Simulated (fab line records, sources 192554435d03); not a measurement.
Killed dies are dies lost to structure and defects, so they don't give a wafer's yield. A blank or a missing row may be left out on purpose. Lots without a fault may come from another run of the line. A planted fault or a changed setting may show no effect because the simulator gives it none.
fab line records | flow n5_finfet
record lots=5 wafers=15 last_day=17
route steps=1938 shown BEOL_M15@1809 PASS1_DEP@1831 MIM_BOT@1832 MIM_TOP@1834 MIM_TOP_LITHO@1839 PASSIVATION@1936
lots that met no fault: from a run of the same line without faults
start_h: hours from the record's first day to the start of the lot's first wafer shown | wait_h: hours since the lot's step before | " the same as in the row above | L1.1+2: a row that stands for several wafers | - no value, or no start given | * or withheld: withheld | < > ~ a bound
route shown NAME@n: a module of which the file shows steps, and the number in the route of the first | usual: mean/standard deviation of fault-free wafers | same: alike in all rows | chamber/n: place in a boat | sites: the reading at each site | _std_site: their standard deviation | _edge_site: outer sites' mean less inner sites' | radius_mm: how far each site lies from the wafer's centre | mask NAME#n: copy n | behind: the tool/chamber that last shaped the wafer | hold: why the lot was held/for how many hours/how that ended | device: the transistor (n, p or np) that didn't switch | end of line: the same wafers' tests at the end of the route | a step without rows: its recipe alone | killed: dies lost to structure and defects at the first sort, not the wafer's yield | map: a wafer's dies, x killed, . not, _ none there
set.NAME: the setting as run; set.NAME@STEP: as run at that earlier step | model.NAME: the simulator's own value behind a step, which no gauge read
lots at some steps of the route; a table a step, a row a wafer
services: from which hour (start_h, from the record's first day; less than 0 if before it) a tool's chamber was out of use, for how many hours, and why
## steps
# step N5_BEOL_M15_TRENCH_ETCH_34
# recipe chemistry=C4F8/O2/Ar target=SiO2 target_depth_a=8729.3 he_inner_torr=15 he_outer_torr=30 time_s=199 ion_energy_ev=800 pressure_mtorr=20 source_w=1905 bias_w=2040 Ar_flow_sccm=400 C4F8_flow_sccm=16 O2_flow_sccm=12
# step N5_BEOL_M15_STRIP_36
# recipe chemistry=O2 power_w=600 temp_c=60 pressure_mtorr=30 rf_frequency_hz=6e+07 bias_power_w=0 overash_fraction=0.3 o2_flow_sccm=225
# step N5_BEOL_M15_STRIP_62
# recipe chemistry=O2 power_w=600 temp_c=60 pressure_mtorr=30 rf_frequency_hz=6e+07 bias_power_w=0 overash_fraction=0.3 o2_flow_sccm=225
# step N5_BEOL_M15_STRIP_37
# recipe chemistry=O2 power_w=600 temp_c=60 pressure_mtorr=30 rf_frequency_hz=6e+07 bias_power_w=0 overash_fraction=0.3 o2_flow_sccm=225
# step N5_BEOL_M15_ETCH_38
# recipe chemistry=CF4/N2 target=SiCN target_depth_a=1064 taper_deg=2 time_s=120.5 ion_energy_ev=150 mask_material=SiO2 pressure_mtorr=40 source_w=430 bias_w=70 Ar_flow_sccm=100 cf4_flow_sccm=60 n2_flow_sccm=60
# step N5_BEOL_M15_PRECLEAN_39
# recipe chemistry=residue_remover time_s=60 temp_c=40
# step N5_BEOL_M15_SRD_40
# recipe time_s=30 temp_c=23 rinse_liquid=diw dry=n2_spin spin_rpm=1500 dry_time_s=30
# step N5_BEOL_M15_DEGAS_41
# recipe ambient=vacuum temp_c=300 time_s=60
# step N5_BEOL_M15_PRE_CLEAN_42
# recipe gas=H2/He time_s=30 temp_c=300
# usual heater_power_w=486/43
# columns lot.wafer tool chamber start_h wait_h heater_power_w
L400.2 pvd_sputter-01 - 262.30 0.0 469
L400.4 " - " " 468
L400.5 " - " " 387
L404.2 pvd_sputter-02 - 280.30 0.0 525
L404.3 " - " " 532
L404.5 " - " " 503
L410.1 pvd_sputter-02 - 325.74 0.0 534
L410.2 " - " " 517
L410.3 " - " " 476
L414.2 pvd_sputter-03 - 340.42 0.0 546
L414.4 " - " " 467
L414.6 " - " " 475
L419.2 pvd_sputter-01 - 378.05 0.0 466
L419.3 " - " " 467
L419.4 " - " " 400
# step N5_BEOL_M15_SPUTTER_43
# recipe material=TaN target_thk_a=150 temp_c=50 bias_v=168.6 power_w=15000 chamber_pressure_pa=0.12 time_s=24.19
# step N5_BEOL_M15_SPUTTER_44
# recipe material=Ta target_thk_a=150 temp_c=50 bias_v=80 power_w=15000 chamber_pressure_pa=0.07 time_s=24.19
# usual cathode_dc_power_W=15000/2.4 throttle_valve_pct=30.2/1.4
# columns lot.wafer tool chamber start_h wait_h cathode_dc_power_W throttle_valve_pct
L400.2 pvd_sputter-01 - 262.42 0.0 15001 30.9
L400.4 " - " " 15000 29.8
L400.5 " - " " 15000 28.2
L404.2 pvd_sputter-02 - 280.42 0.0 15003 31.5
L404.3 " - " " 15002 30.3
L404.5 " - " " 14998 31.5
L410.1 pvd_sputter-02 - 325.86 0.0 14998 31.6
L410.2 " - " " 15003 30.0
L410.3 " - " " 14999 31.9
L414.2 pvd_sputter-03 - 340.54 0.0 14998 29.8
L414.4 " - " " 15001 31.5
L414.6 " - " " 15001 31.8
L419.2 pvd_sputter-01 - 378.17 0.0 15002 30.9
L419.3 " - " " 15002 29.9
L419.4 " - " " 15004 28.3
# step N5_BEOL_M15_SPUTTER_45
# recipe material=Cu target_thk_a=1000 temp_c=-20 bias_v=60 power_w=26000 chamber_pressure_pa=0.13 time_s=16.67
# usual cathode_dc_power_W=26000/5.1 throttle_valve_pct=30.2/1.4
# columns lot.wafer tool chamber start_h wait_h cathode_dc_power_W throttle_valve_pct
L400.2 pvd_sputter-01 - 262.50 0.0 26007 30.6
L400.4 " - " " 26003 30.0
L400.5 " - " " 25997 28.3
L404.2 pvd_sputter-02 - 280.50 0.0 26006 31.4
L404.3 " - " " 26004 30.3
L404.5 " - " " 26001 31.5
L410.1 pvd_sputter-02 - 325.94 0.0 25999 31.3
L410.2 " - " " 26008 30.4
L410.3 " - " " 26003 32.0
L414.2 pvd_sputter-03 - 340.62 0.0 26000 29.9
L414.4 " - " " 25992 31.4
L414.6 " - " " 26004 31.7
L419.2 pvd_sputter-01 - 378.25 0.0 26002 30.9
L419.3 " - " " 25992 29.9
L419.4 " - " " 26007 28.2
# step N5_BEOL_M15_ECD_47
# recipe material=Cu target_thk_a=18600
# step N5_BEOL_M15_ANNEAL_48
# recipe temp_c=225 time_s=90 ambient=N2
# step N5_BEOL_M15_CMP_49
# recipe stop_on=SiO2 t_overpolish_s=4.9 down_force_psi=2 platen_rpm=80 clearing_platen_down_force_psi=2 clearing_platen_rpm=80 post_cmp_clean=cu_alkaline target_thk_nm=850 clearing_platen_pad_velocity_m_s=1.5917 pad_velocity_m_s=1.5917
# step N5_BEOL_M15_PRE_CLEAN_52
# recipe gas=NH3 time_s=15 temp_c=withheld rf_power_w=300
# step N5_BEOL_M15_DEP_53
# recipe material=SiCN target_thk_a=500 temp_c=withheld precursor=3MS/NH3 pressure_torr=3 rf_w=675 time_s=17.8
# step N5_BEOL_M15_RS_MEAS_54
# recipe thk_meas_gauge=four-point-probe reads=Cu_of_BEOL_M15_ECD_47+Ta_of_BEOL_M15_SPUTTER_44+TaN_of_BEOL_M15_SPUTTER_43
# usual M15_RS=0.0217/0.0003
# columns lot.wafer tool chamber start_h wait_h M15_RS[ohm/sq]
L400.2 film_metro-01 - 263.99 0.1 0.0214
L400.4 " - " " 0.0220
L400.5 " - " " 0.0211
L404.2 film_metro-01 - 281.58 0.1 0.0220
L404.3 " - " " 0.0214
L404.5 " - " " 0.0213
L410.1 film_metro-01 - 327.02 0.0 0.0214
L410.2 " - " " 0.0212
L410.3 " - " " 0.0211
L414.2 film_metro-01 - 341.70 0.1 0.0221
L414.4 " - " " 0.0217
L414.6 " - " " 0.0221
L419.2 film_metro-01 - 379.33 0.1 0.0216
L419.3 " - " " 0.0216
L419.4 " - " " 0.0218
# step N5_BEOL_M15_RC_MEAS_101
# usual COMB_M10=1.5e-11/3.1e-12 COMB_M11=1.61e-11/2.9e-12 COMB_M12=7.2e-12/1.3e-12 COMB_M13=5.8e-12/9.5e-13 COMB_M14=4.5e-12/9.2e-13 COMB_M15=3.4e-12/6.3e-13 COMB_M5=3.7e-11/7.8e-12 COMB_M6=2.7e-11/5.7e-12 COMB_M7=2.6e-11/4.7e-12 COMB_M8=2.5e-11/4.9e-12 COMB_M9=1.54e-11/2.7e-12 SERP_M10=3.09/0.096 SERP_M11=3.11/0.084 SERP_M12=0.627/0.017 SERP_M13=0.316/0.0056 SERP_M14=0.160/0.0034 SERP_M5=38.8/1.6 SERP_M6=13.8/0.57 SERP_M7=13.9/0.55 SERP_M8=13.6/0.5 SERP_M9=3.10/0.082
# columns lot.wafer tool chamber start_h wait_h COMB_M10[S/m] COMB_M11[S/m] COMB_M12[S/m] COMB_M13[S/m] COMB_M14[S/m] COMB_M15[S/m] COMB_M5[S/m] COMB_M6[S/m] COMB_M7[S/m] COMB_M8[S/m] COMB_M9[S/m] SERP_M10[ohm/um] SERP_M11[ohm/um] SERP_M12[ohm/um] SERP_M13[ohm/um] SERP_M14[ohm/um] SERP_M5[ohm/um] SERP_M6[ohm/um] SERP_M7[ohm/um] SERP_M8[ohm/um] SERP_M9[ohm/um]
L400.2 prober-01 0 264.19 0.2 1.3e-11 1.5e-11 5.1e-12 5.8e-12 4.2e-12 3.2e-12 4.1e-11 2.9e-11 2.4e-11 2.3e-11 2.4e-11 3.12 3.12 0.628 0.310 0.164 38.7 14.4 13.9 14.5 2.98
L400.4 " 0 " " 1.5e-11 1.54e-11 6.9e-12 5.4e-12 4.8e-12 4.2e-12 3e-11 2.2e-11 2.1e-11 2.4e-11 1.45e-11 3.28 3.21 0.581 0.318 0.165 38.8 13.7 14.1 13.7 2.95
L400.5 " 0 " " 1.7e-11 1.81e-11 5.9e-12 5.2e-12 4e-12 4.9e-12 2.7e-11 2.2e-11 2.2e-11 2.5e-11 1.96e-11 3.11 3.14 0.603 0.309 0.164 37.5 13.8 14.0 14.5 3.08
L404.2 prober-02 0 281.79 0.2 1.2e-11 1.79e-11 6.3e-12 7.1e-12 4e-12 4.3e-12 4.2e-11 2e-11 2e-11 2e-11 1.23e-11 3.05 2.99 0.641 0.323 0.160 37.0 14.8 13.7 14.1 3.05
L404.3 " 0 " " 1e-11 1.43e-11 7.5e-12 6e-12 3.2e-12 3.2e-12 3.4e-11 2e-11 2.2e-11 2.5e-11 1.54e-11 3.09 3.03 0.650 0.325 0.160 37.2 13.4 14.2 14.2 3.03
L404.5 " 0 " " 1.6e-11 1.38e-11 6.4e-12 5.9e-12 4.2e-12 2.8e-12 4.5e-11 2.5e-11 2.9e-11 2.3e-11 1.15e-11 3.16 3.09 0.648 0.319 0.158 37.9 13.6 14.7 13.9 3.03
L410.1 prober-02 0 327.07 0.0 1.7e-11 1.2e-11 7.1e-12 5.2e-12 5.5e-12 3.9e-12 4.6e-11 2.5e-11 2.1e-11 2.1e-11 1.64e-11 3.12 3.09 0.628 0.324 0.156 41.2 13.2 14.2 13.9 3.22
L410.2 " 0 " " 1.5e-11 1.06e-11 6.6e-12 6e-12 3.8e-12 4.4e-12 2.7e-11 1.5e-11 2.3e-11 2.4e-11 1.91e-11 3.15 3.00 0.635 0.326 0.164 38.8 13.3 13.8 14.1 3.23
L410.3 " 0 " " 1.5e-11 1.65e-11 9.6e-12 5.5e-12 3.8e-12 3.2e-12 3.3e-11 2.4e-11 2.2e-11 2.4e-11 1.96e-11 3.23 3.03 0.659 0.320 0.165 41.5 14.0 13.5 14.3 3.20
L414.2 prober-02 0 341.90 0.2 1.7e-11 1.87e-11 7.4e-12 5.1e-12 4.1e-12 3.6e-12 3e-11 2.3e-11 2.3e-11 2e-11 1.32e-11 2.93 3.04 0.597 0.316 0.159 37.3 12.9 14.1 13.4 3.03
L414.4 " 0 " " 1.4e-11 1.45e-11 6.1e-12 4.5e-12 4.1e-12 2.8e-12 3.3e-11 2.4e-11 2e-11 1.9e-11 1.28e-11 3.00 3.06 0.610 0.309 0.159 37.8 13.2 13.8 13.4 3.06
L414.6 " 0 " " 1.6e-11 2.34e-11 9.2e-12 4.6e-12 3.7e-12 3.1e-12 3.1e-11 3.6e-11 3.2e-11 2e-11 1.49e-11 3.19 3.05 0.594 0.323 0.157 39.4 13.6 13.9 13.4 3.20
L419.2 prober-02 0 379.54 0.2 1.4e-11 2.12e-11 7.5e-12 5.6e-12 6.5e-12 3.2e-12 4.4e-11 2.6e-11 3.3e-11 2.1e-11 1.83e-11 3.18 3.06 0.607 0.317 0.170 37.8 13.8 13.2 13.6 3.28
L419.3 " 0 " " 1.7e-11 1.44e-11 6.8e-12 3.8e-12 3.9e-12 3.2e-12 3.9e-11 1.9e-11 2.2e-11 2.1e-11 1.71e-11 3.32 3.12 0.619 0.314 0.167 40.8 14.6 13.7 14.3 3.20
L419.4 " 0 " " 1.1e-11 1.29e-11 5.8e-12 6.8e-12 5e-12 3.3e-12 2.9e-11 2.6e-11 3e-11 2.8e-11 1.37e-11 3.20 3.29 0.607 0.313 0.168 37.7 13.7 14.4 14.0 3.26
# step N5_PASSIVATION_PECVD_00
# recipe material=SiO2 target_thk_a=2000 temp_c=400 precursor=SiH4/N2O pressure_torr=2.7 rf_w=608 time_s=11.2
# usual heater_power_w=663/89 showerhead_plenum_p_Torr=8.09/0.12 throttle_valve_pct=52.4/2.6
# columns lot.wafer tool chamber start_h wait_h heater_power_w showerhead_plenum_p_Torr throttle_valve_pct
L400.2 pecvd-02 2 265.00 0.7 614 8.14 49.8
L400.4 " 2 " " 611 8.14 50.0
L400.5 " 1 " " 586 8.10 51.1
L404.2 pecvd-04 1 282.60 0.7 719 8.28 52.4
L404.3 " 2 " " 808 8.03 49.3
L404.5 " 2 " " 839 8.03 49.2
L410.1 pecvd-02 1 328.04 0.8 569 8.08 50.8
L410.2 " 0 " " 752 8.25 55.7
L410.3 " 2 " " 559 8.15 50.3
L414.2 pecvd-04 2 342.71 0.7 804 8.05 49.8
L414.4 " 2 " " 784 8.03 49.7
L414.6 " 0 " " 725 8.26 51.6
L419.2 pecvd-04 0 380.35 0.7 771 8.24 51.8
L419.3 " 2 " " 685 8.03 50.1
L419.4 " 1 " " 711 8.25 52.5
# step N5_MIM_BOT_DEGAS_01
# recipe ambient=vacuum temp_c=300 time_s=60
# step N5_MIM_BOT_SPUTTER_00
# recipe material=TiN target_thk_a=350 temp_c=200 power_w=3000 chamber_pressure_pa=0.49996 gas=Ar reactive_partial_pa=0.37997 time_s=89.7
# usual cathode_dc_power_W=3000.0/0.52 throttle_valve_pct=29.9/1.5
# columns lot.wafer tool chamber start_h wait_h cathode_dc_power_W throttle_valve_pct
L400.2 pvd_sputter-02 - 266.72 0.0 2999.9 31.4
L400.4 " - " " 2999.9 30.3
L400.5 " - " " 3000.1 27.5
L404.2 pvd_sputter-01 - 283.33 0.0 2999.9 28.6
L404.3 " - " " 3000.5 29.8
L404.5 " - " " 3000.1 28.5
L410.1 pvd_sputter-02 - 328.42 0.0 3000.4 30.1
L410.2 " - " " 3000.1 27.5
L410.3 " - " " 3000.2 31.5
L414.2 pvd_sputter-01 - 344.98 0.0 3000.4 30.0
L414.4 " - " " 2999.6 31.2
L414.6 " - " " 2999.2 28.0
L419.2 pvd_sputter-02 - 382.75 0.0 3000.0 31.6
L419.3 " - " " 3000.0 27.7
L419.4 " - " " 2999.9 32.1
# step N5_MIM_TOP_ALD_00
# recipe material=Al2O3 target_thk_a=* temp_c=withheld ald_precursor_family=TMA ald_co_reactant=O3 pulse_time_s=withheld purge_time_s=3 co_reactant_purge_time_s=withheld co_reactant_pulse_time_s=3 ald_cycles=withheld
# step N5_MIM_TOP_ALD_01
# recipe material=HfO2 target_thk_a=56 temp_c=withheld ald_precursor_family=Hf-amide ald_co_reactant=O3 pulse_time_s=1 purge_time_s=3 co_reactant_purge_time_s=2 co_reactant_pulse_time_s=3 ald_cycles=62
# step N5_MIM_TOP_ALD_02
# recipe material=Al2O3 target_thk_a=* temp_c=withheld ald_precursor_family=TMA ald_co_reactant=O3 pulse_time_s=withheld purge_time_s=3 co_reactant_purge_time_s=withheld co_reactant_pulse_time_s=3 ald_cycles=withheld
# step N5_MIM_TOP_DEGAS_04
# recipe ambient=vacuum temp_c=300 time_s=60
# usual heater_power_w=491/42
# columns lot.wafer tool chamber start_h wait_h heater_power_w
L400.2 pvd_sputter-02 - 267.36 - 523
L400.4 " - " " 527
L400.5 " - " " 533
L404.2 pvd_sputter-02 - 284.45 - 487
L404.3 " - " " 527
L404.5 " - " " 523
L410.1 pvd_sputter-02 - 328.97 - 526
L410.2 " - " " 525
L410.3 " - " " 512
L414.2 pvd_sputter-02 - 346.36 - 533
L414.4 " - " " 516
L414.6 " - " " 517
L419.2 pvd_sputter-01 - 383.68 - 394
L419.3 " - " " 526
L419.4 " - " " 472
# step N5_MIM_TOP_SPUTTER_03
# recipe material=TiN target_thk_a=350 temp_c=200 power_w=3000 chamber_pressure_pa=0.49996 gas=Ar reactive_partial_pa=0.37997 time_s=89.7
# step N5_MIM_TOP_LITHO_HMDS_01
# recipe time_s=60 temp_c=120
# step N5_MIM_TOP_LITHO_COAT_02
# recipe spin_rpm=* resist_thk_nm=*
# step N5_MIM_TOP_LITHO_EBR_04
# recipe solvent=PGMEA ebr_width_mm=1.5
# step N5_MIM_TOP_LITHO_SOFTBAKE_03
# recipe temp_c=100 time_s=90
# step N5_MIM_TOP_LITHO_EXPOSE_05
# recipe mask_id=MIM_TOP na=0.55 source_shape=conventional sigma_outer=0.8 polarization=unpolarized target_cd_nm=2000 dose_mj=20.5
# step N5_MIM_TOP_LITHO_PEB_06
# recipe peb_temp_c=withheld peb_time_s=*
# step N5_MIM_TOP_LITHO_DEVELOP_07
# recipe develop_time_s=60 rinse_liquid=diw dry=air_spin dev_temp_c=21
# step N5_MIM_TOP_LITHO_HARDBAKE_09
# recipe temp_c=130 time_s=120
# step N5_MIM_TOP_LITHO_CD_MEAS_08
# recipe target_cd_nm=2000 landing_energy_ev=500 detector=se_inlens
# usual cd_nm=1999.9/1.9
# columns lot.wafer tool chamber start_h wait_h cd_nm
L400.2 cd_sem-02 0 267.92 - 2001.7
L400.4 " 0 " " 2003.3
L400.5 " 0 " " 2000.3
L404.2 cd_sem-03 0 285.01 - 1999.6
L404.3 " 0 " " 2001.9
L404.5 " 0 " " 2002.0
L410.1 cd_sem-02 0 329.53 - 1999.7
L410.2 " 0 " " 2001.2
L410.3 " 0 " " 2001.8
L414.2 cd_sem-02 0 346.79 - 1999.3
L414.4 " 0 " " 1995.7
L414.6 " 0 " " 1997.5
L419.2 cd_sem-03 0 384.11 - 2000.8
L419.3 " 0 " " 2001.0
L419.4 " 0 " " 2001.8
# step N5_MIM_TOP_LITHO_OVL_MEAS_11
# recipe points_per_wafer=44
# usual MIM_TOP_OVL=1/5.3
# columns lot.wafer tool chamber start_h wait_h MIM_TOP_OVL[nm]
L400.2 overlay-01 0 267.95 0.0 -1
L400.4 " 0 " " 3
L400.5 " 0 " " -5
L404.2 overlay-01 0 285.04 0.0 7
L404.3 " 0 " " -4
L404.5 " 0 " " 4
L410.1 overlay-02 0 329.56 0.0 -6
L410.2 " 0 " " 2
L410.3 " 0 " " 4
L414.2 overlay-01 0 346.82 0.0 1
L414.4 " 0 " " -7
L414.6 " 0 " " 2
L419.2 overlay-02 0 384.14 0.0 -3
L419.3 " 0 " " 0
L419.4 " 0 " " 3
# step N5_MIM_TOP_LITHO_DESCUM_10
# recipe chemistry=O2 time_s=7.9 source_power_w=50 bias_power_w=20 pressure_mtorr=20 rf_frequency_hz=2.712e+07 temp_c=40 o2_flow_sccm=225
# step N5_PASSIVATION_PROBE_49
# usual defect_limited_yield=91.5/1.4 killed_at_M0_to_M3=32/9.7 killed_at_M4_up=14/5.3 killed_at_contacts=11/6 killed_at_front_end=39/14 killed_at_other=3.3/2.7 killed_dies=100/17 killed_on_rim=14/4 killed_open=66/13 killed_short=32/7.4 sort_bin_4_leakage=0.02/0.16 sort_bin_5_function=4.9/0.9 sort_bin_6_memory=3.2/0.72 sort_n_pass=1080/17 sort_yield_pct=91.5/1.4
# same gross_dies=1180 killed_at_back_side=0 sort_bin_8_speed[%]=0
# columns lot.wafer tool chamber start_h wait_h defect_limited_yield[%] killed_at_M0_to_M3 killed_at_M4_up killed_at_contacts killed_at_front_end killed_at_other killed_dies killed_on_rim killed_open killed_short sort_bin_4_leakage[%] sort_bin_5_function[%] sort_bin_6_memory[%] sort_n_pass sort_yield_pct[%]
L404.2 prober-02 - 294.68 0.1 92.1 22 21 8 39 3 93 21 61 32 0 5.0 2.6 1087 92.1
L404.3 prober-02 - 294.73 0.1 91.9 37 11 11 33 4 96 16 68 28 0 4.7 3.1 1084 91.9
L404.5 prober-02 - 294.83 0.2 94.0 20 17 12 20 2 71 7 53 18 0 3.4 2.4 1109 94.0
L410.1 prober-01 - 341.51 0.0 89.9 36 12 4 63 4 119 16 77 42 0 5.8 3.6 1061 89.9
L410.2 prober-01 - 341.56 0.1 90.3 40 17 18 38 2 115 16 83 29 0 6.1 3.4 1065 90.3
L410.3 prober-01 - 341.61 0.1 84.2 59 78 10 39 1 187 38 100 30 0 9.6 4.7 993 84.2
L414.2 prober-02 - 355.61 0.1 91.7 32 10 20 36 0 98 16 66 31 0 5.1 3.1 1082 91.7
L414.4 prober-02 - 355.71 0.2 91.3 30 8 13 49 3 103 14 64 39 0 4.1 4.4 1077 91.3
L414.6 prober-02 - 355.81 0.3 92.3 28 9 15 37 2 91 10 68 21 0 5.0 2.4 1089 92.3
# killed by level:class
L404.2 BEOL_M2:geometric_particle:open=9 BEOL_M4:geometric_particle:open=8 FIN_SAQP:geometric_particle:open=7 STI_FIN_REVEAL:geometric_particle:open=7 GATE_CUT:geometric_particle:short=7 BEOL_M4:geometric_particle:short=7 MOL_CONTACT_COAG:geometric_particle:open=7 FIN_SAQP:geometric_particle:short=5
L404.3 BEOL_M2:geometric_particle:open=17 MOL_CONTACT_COAG:geometric_particle:open=8 BEOL_M4:geometric_particle:open=8 BEOL_M0_SAQP:geometric_particle:short=7 FIN_SAQP:geometric_particle:short=6 GATE_CUT:geometric_particle:open=6 FIN_CUT:geometric_particle:open=4 STI_FIN_REVEAL:geometric_particle:open=4
L404.5 BEOL_M4:geometric_particle:open=13 BEOL_M2:geometric_particle:open=11 MOL_CONTACT_COAG:geometric_particle:open=9 BEOL_M0_SAQP:geometric_particle:open=5 FIN_SAQP:geometric_particle:short=3 GATE_CUT:geometric_particle:short=3 GATE_CUT:geometric_particle:open=3 MOL_CONTACT_COAG:geometric_particle:short=3
L410.1 FIN_SAQP:geometric_particle:short=19 FIN_SAQP:geometric_particle:open=17 BEOL_M2:geometric_particle:open=12 STI_FIN_REVEAL:geometric_particle:open=11 BEOL_M4:geometric_particle:open=8 BEOL_M0_SAQP:geometric_particle:short=4 BEOL_M0:geometric_particle:open=4 BEOL_M1:geometric_particle:open=4
L410.2 BEOL_M2:geometric_particle:open=15 MOL_CONTACT_COAG:geometric_particle:open=13 FIN_SAQP:geometric_particle:open=9 BEOL_M4:geometric_particle:open=9 STI_FIN_REVEAL:geometric_particle:open=8 BEOL_M0_SAQP:geometric_particle:open=6 BEOL_M1:geometric_particle:open=6 MOL_CONTACT_COAG:geometric_particle:short=5
L410.3 BEOL_M15:unspecified=55 BEOL_M4:geometric_particle:open=17 FIN_SAQP:geometric_particle:open=16 BEOL_M2:geometric_particle:open=15 BEOL_M3:geometric_particle:open=15 BEOL_M0_SAQP:geometric_particle:open=11 FIN_SAQP:geometric_particle:short=9 MOL_CONTACT_COAG:geometric_particle:open=9
L414.2 MOL_CONTACT_COAG:geometric_particle:open=16 BEOL_M0_SAQP:geometric_particle:open=10 STI_FIN_REVEAL:geometric_particle:open=9 BEOL_M2:geometric_particle:open=9 BEOL_M0_SAQP:geometric_particle:short=7 STARTING-WAFER:geometric_particle:short=6 BEOL_M4:geometric_particle:open=6 FIN_SAQP:geometric_particle:short=4
L414.4 STI_FIN_REVEAL:geometric_particle:open=23 BEOL_M0_SAQP:geometric_particle:open=11 BEOL_M0_SAQP:geometric_particle:short=11 STI_FIN_REVEAL:geometric_particle:short=9 MOL_CONTACT_COAG:geometric_particle:open=8 MOL_CONTACT_COAG:geometric_particle:short=5 BEOL_M3:geometric_particle:open=4 FIN_SAQP:geometric_particle:open=3
L414.6 STI_FIN_REVEAL:geometric_particle:open=14 MOL_CONTACT_COAG:geometric_particle:open=14 BEOL_M0_SAQP:geometric_particle:open=11 FIN_SAQP:geometric_particle:open=6 BEOL_M0_SAQP:geometric_particle:short=6 BEOL_M4:geometric_particle:open=6 FIN_SAQP:geometric_particle:short=4 BEOL_M2:geometric_particle:open=4
# map L410.3 (x killed, . not)
_________________.x.x.x....x.________________
______________............x.xxxx_____________
___________..x....x......xxxxxxxxxx__________
__________........x......x.xxxxxxxxx_________
________....x...x......xxx...xxxxxxxxx_______
_______................x...xxxxxxxxxxxx______
______....................xx..x.xxxxx..x_____
_____xx..........x.............x.xx.x..x.____
____.x...........................x........___
___..x...x............x..............x.....__
___.x....................x...xx.x........xx__
__.........x.........x.........xx...x......._
__x...x.x...x.x..x................x........x_
_...........x.......xx....x........x..x.x.x..
_......x...x..........x.....x..x.............
_...x........x............x....x...........x.
_.................x.x...x..........x.........
_............................................
_.....................x.....................x
_...x...................x..........x......x.x
_x...........x.................x.......x.....
__...x.x.............x..xx....x............._
__....x...................x...........xx...._
___..............x.x........x........x...x.__
___x....................x.x..x.............__
____.x...........x...x.x..............x...___
_____x...x.............................x.____
______..x......x.......x....x.x........._____
_______..x...x.....x.xx...x...........x______
________......x.....x..x...xx.x......x_______
__________..x..............x........_________
___________......x.............x...__________
______________.......xx........._____________
_________________............________________
# map L404.3 (x killed, . not)
_________________.x..x.x.....________________
______________....x..x.........._____________
___________.....x..................__________
__________........x................._________
________..............x.......x..x..x._______
_______..............x.................______
______...........x...x...............x.x_____
_____.....x.....................x......x.____
____.x....................................___
___...............x..............xx........__
___.x...................x..................__
__.....x...........x........x..........x...._
__.........x........................x.x....._
_..............................x.......x.....
_.x...............x...x......................
_...........x.x..xx................x.........
_.x.............x..............xx....x......x
_......x.x...........x..x.............x.x....
_....................x......x.......x........
_..x............x..x.........................
_x...x...................x.......x..x........
__...............................x.....x...._
__x.......................x.........x......._
___.xx.....x...................x..x...x....__
___......................................x.__
____..x.......x...........................___
_____....x...............................____
______..........x......x.........xx.x..._____
_______................xx.............x______
________......................x.x....._______
__________........x................._________
___________..............x.......x.__________
______________.x.x.............._____________
_________________......x.....________________
## services
# columns tool chamber start_h hours kind
pecvd-02 - 245.16 1.7 repair
pecvd-02 1 295.01 5.5 scheduled_down
pecvd-04 - 298.18 0.4 repair
pecvd-04 0 299.97 - calibration
pecvd-04 - 310.59 0.5 repair
pecvd-04 - 318.37 0.7 repair
pecvd-04 - 330.29 1.7 repair
pecvd-02 - 334.10 1.0 repair
pvd_sputter-03 - 355.18 4.5 repair
pecvd-04 - 355.62 1.7 repair
pecvd-04 1 383.62 - clean
pecvd-04 1 383.62 - consumable_replace:showerhead
## key
first_sign step=N5_PASSIVATION_PROBE_49 reading=killed_at_M4_up direction=up sigmas=12 usual=14 struck=78
effect step=N5_PASSIVATION_PROBE_49 reading=killed_dies direction=up sigmas=5.1 usual=100 struck=187
more_kills_born_at N5_BEOL_M15_SPUTTER_45@pvd_sputter-02=55
met_at N5_BEOL_M15_SPUTTER_45
struck_wafers L410.3
fault kind=chamber_particle_source tool=pvd_sputter-02 chamber=- onset_h=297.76 steps=N5_BEOL_M15_SPUTTER_45 rate_per_visit_cm2=0.61837 end_h=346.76 scope=struck_wafers_only
